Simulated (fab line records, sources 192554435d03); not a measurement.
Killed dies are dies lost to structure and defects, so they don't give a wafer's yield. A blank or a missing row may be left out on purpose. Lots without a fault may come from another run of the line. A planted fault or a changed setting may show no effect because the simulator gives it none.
A struck lot beside a sound one | flow n5_finfet | 19 steps out of a route of 1938
Sound: wafers L364.1, L364.2, L364.4. Struck: wafer L374.1. (L374.6 of the same lot was not struck and is left out.) The cause comes at the end.
At each step with rows: each side's tool, then ch and its chambers, then its first start. Under that, the readings that differ: sound wafers | struck wafers | difference of the means | sigmas: that difference in standard deviations of wafers without a fault.
alike: readings whose means differ by less than 2 such deviations, and words and numbers that are the same on both sides. not compared: withheld readings, readings that some wafer has no value for, bounds like >300 that may hide the same value, and numbers for which the record gives no deviation and whose values overlap.
The two part at a step that has a row with sigmas, a row that says differs or no value, or rows on one side only. Numbers that don't overlap but have no deviation are shown without sigmas and don't part them. A reading that every wafer of one side lacks parts them only if that side has two wafers or more.

first, 3 steps without rows for these wafers: N5_BEOL_M13_ETCH_67 (etches SiARC in CF4, target depth 143 nm, time 238.3 s); N5_BEOL_M13_ETCH_68 (etches SOC in N2/H2, time 355 s); N5_BEOL_M13_STRIP_69 (strips in N2/H2).
N5_BEOL_M13_TRENCH_ETCH_34: etches SiOC in C4F8/O2/Ar, target depth 413.47 nm, time 162.6 s.
  sound on rie_diel-02 ch 0,1,3, day 11 19:49; struck on rie_diel-02 ch 2, day 13 21:58
  alike: drypump_motor_current_A, oes_product_au, rf_vpp_V, showerhead_plenum_p_Torr, throttle_valve_pct
  not compared: rf_hours_counter_h
then, 1 step without rows for these wafers: N5_BEOL_M13_STRIP_70 (strips in C4F8/O2/Ar).
N5_BEOL_M13_OCD_MEAS_35:
  sound on ocd-01, day 11 19:59; struck on ocd-02, day 13 22:08
  alike: trench_depth_nm
N5_BEOL_M13_STRIP_37: strips in N2/H2.
  sound on plasma_asher-02 ch 0,1, day 11 20:02; struck on plasma_asher-02 ch 1, day 13 22:11
  alike: drypump_motor_current_A, heater_power_w, oes_product_au
  not compared: rf_hours_counter_h
then, 3 steps without rows for these wafers: N5_BEOL_M13_ETCH_38 (etches SiCN in CF4/N2, target depth 67.5 nm, time 71.9 s); N5_BEOL_M13_PRECLEAN_39 (cleans in residue remover, time 60 s); N5_BEOL_M13_SRD_40 (time 30 s, dry time 30 s).
N5_BEOL_M13_DEGAS_41: time 60 s.
  sound on pvd_sputter-03, day 11 20:52; struck on pvd_sputter-02, day 14 01:47
  alike: heater_power_w
N5_BEOL_M13_PRE_CLEAN_42: time 30 s.
  sound on pvd_sputter-03, day 11 20:54; struck on pvd_sputter-02, day 14 01:49
  alike: heater_power_w
N5_BEOL_M13_SPUTTER_43: material TaN, target thk 15 nm, time 24.19 s.
  sound on pvd_sputter-03, day 11 20:56; struck on pvd_sputter-02, day 14 01:52
  reading                                      | sound        | struck | difference | sigmas
  model.TaN_of_BEOL_M13_SPUTTER_43.thk_nm (nm) | 14.8 15 14.8 | 5.2    | -9.7       |
  alike: throttle_valve_pct
N5_BEOL_M13_SPUTTER_44: material Ta, target thk 10 nm, time 16.13 s.
  sound on pvd_sputter-03, day 11 21:01; struck on pvd_sputter-02, day 14 01:56
  alike: throttle_valve_pct
then, 3 steps without rows for these wafers: N5_BEOL_M13_SPUTTER_45 (material Cu, target thk 80 nm, time 13.33 s); N5_BEOL_M13_ECD_47 (material Cu, target thk 936 nm); N5_BEOL_M13_ANNEAL_48 (time 90 s).
N5_BEOL_M13_CMP_49: polishes, stops on SiOC, t overpolish 17.1 s, target thk 420 nm.
  sound on cmp-03 ch 0,1,3, day 11 21:41; struck on cmp-04 ch 0, day 14 02:40
  reading                                 | sound           | struck | difference | sigmas
  barrier_field_endpoint_s (s)            | 30.3 29.9 31.5  | 18.3   | -12.3      | -20
  model.Cu_of_BEOL_M13_ECD_47.thk_nm (nm) | 432.2 429.4 420 | 432.4  | +5.2       |
  alike: motor_current_A, slurry_filter_dp_kPa
N5_BEOL_M13_THK_MEAS_50: measures by xrf.
  sound on film_metro-01, day 11 21:58; struck on film_metro-01, day 14 02:53
  alike: M13_THK

WHERE THEY PART
Only at N5_BEOL_M13_CMP_49, within this record. Later steps at which nothing parts them and some readings are alike: N5_BEOL_M13_THK_MEAS_50.

WHY: what the simulator had put in
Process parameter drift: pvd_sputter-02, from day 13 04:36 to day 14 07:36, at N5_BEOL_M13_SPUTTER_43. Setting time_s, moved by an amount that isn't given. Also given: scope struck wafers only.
